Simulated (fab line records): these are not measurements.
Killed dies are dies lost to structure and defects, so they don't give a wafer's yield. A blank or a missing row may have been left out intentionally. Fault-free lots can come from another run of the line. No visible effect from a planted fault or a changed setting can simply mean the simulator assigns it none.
Split-lot trial    flow n5 finfet    on a route of 1938 steps: 7 lots, 39 wafers read

ABOUT THE SPLIT
At N5_PASSIVATION_DEVELOP_09 (develop time 60 s), the setting develop time s was moved away from the recipe's 60 s on 12 of the 39 wafers read, by -51.1% to +52.1%. The other wafers ran this setting at the recipe's value.

SPLIT TO READING: what lies between them in the file, 1 step
- N5_PASSIVATION_HARDBAKE_11: time 120 s

THE READING
Shown in nm: cd nm at N5_PASSIVATION_CD_MEAS_10, with target cd 3000 nm. Fault-free wafers of this fab line usually give 3000.1 nm, standard deviation 1.6 nm.

wafer   tool, chamber at the split  develop time s as run, s  against the recipe  cd nm, nm  against lot-mates on the recipe
L083.1  litho track-04, 0           60                        recipe              2999.6     -
L083.2  litho track-04, 0           60                        recipe              3001.7     -
L083.3  litho track-04, 0           60                        recipe              3003.9     -
L083.4  litho track-04, 0           60                        recipe              3000.4     -
L083.5  litho track-04, 0           60                        recipe              3000.2     -
L083.6  litho track-04, 0           60                        recipe              3000.8     -
L084.1  litho track-01, 0           60                        recipe              3000.4     -
L084.2  litho track-01, 0           60                        recipe              2999.0     -
L084.3  litho track-01, 0           60                        recipe              2999.6     -
L084.4  litho track-01, 0           60                        recipe              2999.3     -
L084.5  litho track-01, 0           60                        recipe              3001.3     -
L084.6  litho track-01, 0           60                        recipe              2999.2     -
L085.1  litho track-03, 0           60                        recipe              2999.9     -
L085.4  litho track-03, 0           60                        recipe              3000.9     -
L085.6  litho track-03, 0           60                        recipe              2999.7     -
L086.1  litho track-03, 0           29.64                     -50.6%              2985.9     -15.0
L086.2  litho track-03, 0           60                        recipe              2999.3     -
L086.3  litho track-03, 0           60                        recipe              3001.4     -
L086.4  litho track-03, 0           29.64                     -50.6%              2985.8     -15.1
L086.5  litho track-03, 0           29.64                     -50.6%              2982.3     -18.6
L086.6  litho track-03, 0           60                        recipe              3002.1     -
L095.1  litho track-04, 0           80.5                      +34.2%              3005.3     +6.0
L095.2  litho track-04, 0           60                        recipe              3000.4     -
L095.3  litho track-04, 0           60                        recipe              2998.0     -
L095.4  litho track-04, 0           80.5                      +34.2%              3003.5     +4.2
L095.5  litho track-04, 0           60                        recipe              2999.6     -
L095.6  litho track-04, 0           80.5                      +34.2%              3005.8     +6.5
L091.1  litho track-04, 0           91.26                     +52.1%              3009.2     +8.0
L091.2  litho track-04, 0           60                        recipe              3001.8     -
L091.3  litho track-04, 0           91.26                     +52.1%              3006.9     +5.7
L091.4  litho track-04, 0           91.26                     +52.1%              3008.9     +7.7
L091.5  litho track-04, 0           60                        recipe              3000.1     -
L091.6  litho track-04, 0           60                        recipe              3001.7     -
L089.1  litho track-03, 0           29.33                     -51.1%              2984.7     -15.8
L089.2  litho track-03, 0           60                        recipe              3000.2     -
L089.3  litho track-03, 0           29.33                     -51.1%              2984.8     -15.7
L089.4  litho track-03, 0           60                        recipe              3000.4     -
L089.5  litho track-03, 0           29.33                     -51.1%              2983.6     -16.9
L089.6  litho track-03, 0           60                        recipe              3001.0     -

THE FIT
A straight line over all 39 wafers: cd nm changes by +0.239 nm for each +1% of develop time s; r = +0.95; the points scatter about the line by 2.2 nm.
The same after taking each lot's own level away (the mean of its wafers on the recipe; 39 wafers): +0.242 nm for each +1%; r = +0.95; scatter 2.2 nm.
According to that fit, moving develop time s by its largest amount changes the reading by 13 nm.
Measured against the standard deviation above, the lots' own levels, which go from 2999.33 to 3001.20 nm, span 1.2 times it.
So the lot-to-lot level changes the slope little: the two slopes agree.
Check: with one of the wafers moved furthest among these (+52.1%) left out of the fit, the line predicts +11.9 nm for it against its lot-mates. Against them it came out at +8 nm.

FURTHER SPLITS ON THESE WAFERS
Other splits were also applied to these wafers ahead of the reading. Each is held against what the fit with the lots' levels taken away leaves over:
other split on the same wafers     wafers away from the commonest value  r with cd nm (lot level and that fit taken away)
N5_BEOL_M9_HM_DEP_02 target thk a  15                                    +0.23

THE WHOLE CHAIN: every reading that the file lists as answering this split, in the file's order
step                       what it does              reading                                                          change (the file's fit)                r (the file's)
N5_PASSIVATION_CD_MEAS_10  target cd 3000 nm         cd nm                                                            +0.244 nm for each +1% of the setting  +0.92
N5_PASSIVATION_DESCUM_12   chemistry O2, time 7.9 s  TV_LITHO.cd nm (the simulator's own value, which no gauge read)  +0.247 nm for each +1% of the setting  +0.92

FILE'S OWN FIT
cd nm changes by +0.244 nm for each +1% of develop time s, r = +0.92.
